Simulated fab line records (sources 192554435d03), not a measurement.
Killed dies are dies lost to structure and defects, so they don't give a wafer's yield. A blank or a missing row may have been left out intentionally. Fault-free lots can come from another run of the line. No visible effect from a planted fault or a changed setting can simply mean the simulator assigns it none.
Check of tool commonality    flow n5Finfet    26 wafers sampled across 9 lots

== WHAT PROMPTED THE OPENING ==
At N5_GATE_CUT_INSPECT_15 the reading rawDefectCount is flagged on 2 of 9 lots. No-fault wafers: 133, standard deviation 39.
Rule: a lot is flagged when every wafer of it that has a number lies more than 4 standard deviations from that mean, or none has a number. The rest of the lots are taken to be sound.

lot   measured     on                rawDefectCount, wafer by wafer  flag
L763  day 4 12:10  defectInspect-02  171 158 130                     
L764  day 4 16:02  defectInspect-02  92 137 114                      
L765  day 5 02:17  defectInspect-01  148 168 95                      
L766  day 5 04:20  defectInspect-01  118 153 124                     
L767  day 5 12:30  defectInspect-01  172 138 104                     
L768  day 5 16:23  defectInspect-02  160 176                         
L776  day 7 20:44  defectInspect-02  835 824 754                     FLAGGED
L777  day 7 22:09  defectInspect-01  812 799 772                     FLAGGED
L781  day 9 01:47  defectInspect-01  123 156 166                     
Average over the flagged lots: 799; offset from the usual +666, equal to +17 standard deviations.

== TOOL THAT RAN EACH LOT ==
The record holds 2 process steps before the reading, out of a route of 1938 steps. Read each cell as the tool, then ch plus the chambers that the sampled wafers visited, then the start.
lot   flag     N5_GATE_CUT_PECVD_57            N5_GATE_CUT_HM_DEP_46
L763           pecvd-02 ch 0,1,2, day 4 11:20  pecvd-01 ch 0,1, day 4 11:44
L764           pecvd-02 ch 0,1,2, day 4 14:53  pecvd-02 ch 0,1,2, day 4 15:29
L765           pecvd-03 ch 0,1, day 5 01:19    pecvd-01 ch 0,2, day 5 01:43
L766           pecvd-02 ch 0,2, day 5 03:29    pecvd-01 ch 0,2, day 5 03:53
L767           pecvd-03 ch 1,2, day 5 11:33    pecvd-01 ch 0,1, day 5 11:58
L768           pecvd-03 ch 0,2, day 5 15:26    pecvd-01 ch 0,2, day 5 15:51
L776  FLAGGED  pecvd-03 ch 0,2, day 7 19:53    pecvd-01 ch 1,2, day 7 20:17
L777  FLAGGED  pecvd-01 ch 1,2, day 7 21:12    pecvd-01 ch 0,1,2, day 7 21:36
L781           pecvd-01 ch 0,1, day 9 00:39    pecvd-02 ch 0,1,2, day 9 01:14
What the steps here do:
- N5_GATE_CUT_PECVD_57: deposits SiNx from SiH4/NH3/N2, target thk 21 nm.
- N5_GATE_CUT_HM_DEP_46: deposits SiO2 from TEOS/O2, target thk 130 nm, time 26.6 s.
- N5_GATE_CUT_INSPECT_15: inspects for defects (brightfield).

== FLAGGED AGAINST TOTAL, ONE TOOL AT A TIME (gauges that did the reading follow at the end) ==
step                    tool              lots run  flagged  share of the flagged lots  sound lots run after its first flagged lot
N5_GATE_CUT_PECVD_57    pecvd-01          2         1        some                       1 (L781)
N5_GATE_CUT_PECVD_57    pecvd-02          3         0        none                       -
N5_GATE_CUT_PECVD_57    pecvd-03          4         1        some                       0
N5_GATE_CUT_HM_DEP_46   pecvd-01          7         2        all                        0
N5_GATE_CUT_HM_DEP_46   pecvd-02          2         0        none                       -
N5_GATE_CUT_INSPECT_15  defectInspect-01  5         1        some                       1 (L781)
N5_GATE_CUT_INSPECT_15  defectInspect-02  4         1        some                       0

== THE TABLE: WHAT IT ALLOWS ==
Rows of the table that ran each flagged lot: 1, that is pecvd-01 at N5_GATE_CUT_HM_DEP_46.
- pecvd-01 at N5_GATE_CUT_HM_DEP_46 ran 7 lots, 2 of them flagged. Its last sound lot is L768 (day 5 15:51), its first flagged lot L776 (day 7 20:17): a fault that began between those two fits.
One tool is left: pecvd-01 at N5_GATE_CUT_HM_DEP_46.

== WHAT THE SIMULATOR HAD PUT IN ==
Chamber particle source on pecvd-01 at N5_GATE_CUT_HM_DEP_46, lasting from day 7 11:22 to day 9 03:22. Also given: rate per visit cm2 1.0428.
Lots struck among those shown: L776, L777. The rule above found the same.
